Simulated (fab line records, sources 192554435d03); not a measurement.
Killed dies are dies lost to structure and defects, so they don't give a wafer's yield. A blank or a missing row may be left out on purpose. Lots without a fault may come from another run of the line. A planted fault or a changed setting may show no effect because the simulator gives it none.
Split-lot experiment | flow n5_finfet | 7 lots, 21 wafers read, on a route of 1938 steps

THE SPLIT
At N5_SDB_COAT_04 (time 60 s, resist thk 18 nm), the setting spin_rpm was moved away from the recipe's 1500 rpm on 7 of the 21 wafers read, by -6.1% to +10.9%. The other wafers ran this setting at the recipe's value.

FROM THE SPLIT TO THE READING: what the file shows between them, 4 steps
- N5_SDB_COAT_05: resist thk 90 nm (also split here: spin_rpm)
- N5_SDB_EBR_07
- N5_SDB_SOFTBAKE_06: time 60 s
- N5_SDB_DESCUM_16: chemistry O2, time 7.9 s

THE READING
etch.depth_nm (the simulator's own value, which no gauge read), in nm, at N5_SDB_ETCH_17 (etches SiARC in CF4, target depth 23.4 nm, time 39 s). The file gives no usual value for it. The 14 wafers here that ran the recipe average 17.99 nm, standard deviation 0.066 nm.

wafer  | tool, chamber at the split | spin_rpm as run, rpm | against the recipe | etch.depth_nm, nm | against lot-mates on the recipe
L075.1 | litho_track-02, 0          | 1427                 | -4.9%              | 18.45             | +0.44
L075.2 | litho_track-02, 0          | 1500                 | recipe             | 18.03             | -
L075.4 | litho_track-02, 0          | 1500                 | recipe             | 17.99             | -
L080.3 | litho_track-04, 0          | 1448                 | -3.5%              | 18.32             | +0.27
L080.5 | litho_track-04, 0          | 1500                 | recipe             | 18.05             | -
L080.6 | litho_track-04, 0          | 1500                 | recipe             | 18.04             | -
L082.1 | litho_track-05, 0          | 1408                 | -6.1%              | 18.49             | +0.48
L082.3 | litho_track-05, 0          | 1500                 | recipe             | 18.01             | -
L082.4 | litho_track-05, 0          | 1408                 | -6.1%              | 18.53             | +0.52
L084.2 | litho_track-05, 0          | 1664                 | +10.9%             | 17.17             | -0.85
L084.3 | litho_track-05, 0          | 1664                 | +10.9%             | 17.12             | -0.90
L084.4 | litho_track-05, 0          | 1500                 | recipe             | 18.02             | -
L091.1 | litho_track-05, 0          | 1500                 | recipe             | 17.88             | -
L091.3 | litho_track-05, 0          | 1609                 | +7.3%              | 17.27             | -0.61
L091.6 | litho_track-05, 0          | 1500                 | recipe             | 17.87             | -
L092.1 | litho_track-05, 0          | 1500                 | recipe             | 18.06             | -
L092.6 | litho_track-05, 0          | 1500                 | recipe             | 18.06             | -
L092.5 | litho_track-05, 0          | 1500                 | recipe             | 18.03             | -
L095.3 | litho_track-04, 0          | 1500                 | recipe             | 17.93             | -
L095.4 | litho_track-04, 0          | 1500                 | recipe             | 17.91             | -
L095.6 | litho_track-04, 0          | 1500                 | recipe             | 17.92             | -

THE FIT
A straight line over all 21 wafers: etch.depth_nm changes by -0.0832 nm for each +1% of spin_rpm; r = -0.98; the points scatter about the line by 0.069 nm.
The same after taking each lot's own level away (the mean of its wafers on the recipe; 21 wafers): -0.0814 nm for each +1%; r = -1.00; scatter 0.018 nm.
On that fit, the largest move of spin_rpm shifts the reading by 0.89 nm.
The lots' own levels span 17.875 to 18.050 nm, that is 2.6 times the standard deviation above.
So the lot-to-lot level changes the slope little: the two slopes agree.
Check: with one of the wafers moved furthest among these (+10.9%) left out of the fit, the line predicts -0.905 nm for it against its lot-mates. It came out at -0.85 nm against them.

OTHER SPLITS ON THESE WAFERS
These wafers also went through other splits before the reading. Each is held against what the fit with the lots' levels taken away leaves over:
other split on the same wafers | wafers away from the commonest value | r with etch.depth_nm (lot level and that fit taken away)
N5_SD_EPI_P_PEB_07 peb_time_s  | 2                                    | -0.03
N5_SDB_COAT_05 spin_rpm        | 7                                    | -0.23

THE WHOLE CHAIN: every reading that the file lists as answering this split, in the file's order
step           | what it does                                         | reading                                                                      | change (the file's fit)                | r (the file's)
N5_SDB_COAT_04 | time 60 s, resist thk 18 nm                          | SiARC_of_SDB_COAT_04.thk_nm (the simulator's own value, which no gauge read) | -0.0794 nm for each +1% of the setting | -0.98
N5_SDB_ETCH_17 | etches SiARC in CF4, target depth 23.4 nm, time 39 s | etch.depth_nm (the simulator's own value, which no gauge read)               | -0.0819 nm for each +1% of the setting | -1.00

THE FILE'S OWN FIT
etch.depth_nm changes by -0.0819 nm for each +1% of spin_rpm, r = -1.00.
